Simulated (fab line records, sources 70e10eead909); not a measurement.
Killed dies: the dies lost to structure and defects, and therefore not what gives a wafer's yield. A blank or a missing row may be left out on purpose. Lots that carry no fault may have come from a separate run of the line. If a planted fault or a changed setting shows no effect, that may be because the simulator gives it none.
Problem report, 8D (eight disciplines) form, completed by code / flow nandHarc / the parts of the form that need people (team, actions taken, sign-off) are left out

== 1. PROBLEM STATEMENT ==
rawDefectCount at NHARC_A_SGD_CUT_INSPECT_11 reads a mean of 593 on 6 wafers of 2 lots; wafers without a fault read 48 with a standard deviation of 24. Measured from the usual mean, that is +23 standard deviations.
First observed at day 20 10:28: wafer L839.1, on defectInspect-02. The record holds 30 wafers of 10 lots with a number at this step. Rule for "out", or "out of limits": more than 4 standard deviations from the usual mean. Any other wafer with a number is counted as sound.

== 2. WHAT THIS IS AND IS NOT ==
question=which readings at this step | is=rawDefectCount | is not=-
question=which lots | is=L839, L841 | is not=L837, L849, L850, L852, L853, L855, L858, L859
question=which wafers of those lots | is=all that have a number | is not=-
question=read on which gauges | is=defectInspect-02 | is not=defectInspect-01
question=when | is=from day 20 10:28 | is not=up to then (3 sound wafers); but 21 sound wafers of L849, L850, L852, L853, L855, L858, L859 came after

== 3. THE SUSPECTS, EACH WITH WHAT RULES IT OUT ==
Counting: any tool at a process step up to the reading is kept as a suspect provided that every lot that is out went through it and no sound lot did after the first of them.
- the gauge at NHARC_A_SGD_CUT_INSPECT_11: kept. All the wafers that are out were read on defectInspect-02, and no step on other tools shows them out.
- rieDiel-08 at NHARC_A_STAIRCASE_ETCHBACK_157 (etches the open film in CH3F/O2, target depth 90 nm, time 167.14 s): ruled out as a lasting fault. After its first lot that is out, L839 (day 20 08:28), sound lots L855 ran on it.
- pecvd-03 at NHARC_A_SGD_CUT_DEP_00 (deposits SiNx, target thk 50 nm): ruled out as a lasting fault. After its first lot that is out, L839 (day 20 09:37), sound lots L850, L852, L853, L855 ran on it.
After counting, what remains is defectInspect-02 at NHARC_A_SGD_CUT_INSPECT_11.

== 4. THE CAUSE (what the simulator had put in) ==
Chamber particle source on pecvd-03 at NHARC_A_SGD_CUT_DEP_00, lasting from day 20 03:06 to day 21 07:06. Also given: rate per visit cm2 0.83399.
Counting ruled it out, wrongly: the rule takes a fault to strike every lot that its tool runs from its start on, and this one did not.

== 5. THE EFFECT CHAIN, in route order ==
Each row: a reading whose mean over the struck wafers that have a number lies more than 3 standard deviations from the usual. Only readings whose record carries a usual standard deviation are examined. hours: median over the lots of the time between each lot's start at the first step of this table that gives one and its start at this step. sigmas: the change, counted in usual standard deviations.
hours=0; step=NHARC_A_SGD_CUT_INSPECT_11; reading=rawDefectCount; usual=48; on struck wafers=593; change=+545; sigmas=+23
hours=162; step=NHARC_END_SORT_01; reading=killedAtArray; usual=56; on struck wafers=108; change=+52; sigmas=+3.1
hours=162; step=NHARC_END_SORT_01; reading=killedDies; usual=61; on struck wafers=117; change=+56; sigmas=+3.5

== 6. WHAT WOULD HAVE CAUGHT IT SOONER ==
The first out-of-limits reading at a measuring or inspecting step in this record came at day 20 10:28, 7 hours after the fault's start at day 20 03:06.
An alarm limit of 4 standard deviations would not have fired on the tool readings at NHARC_A_SGD_CUT_DEP_00 for which the record gives a usual standard deviation, since none of them was out on any struck wafer.
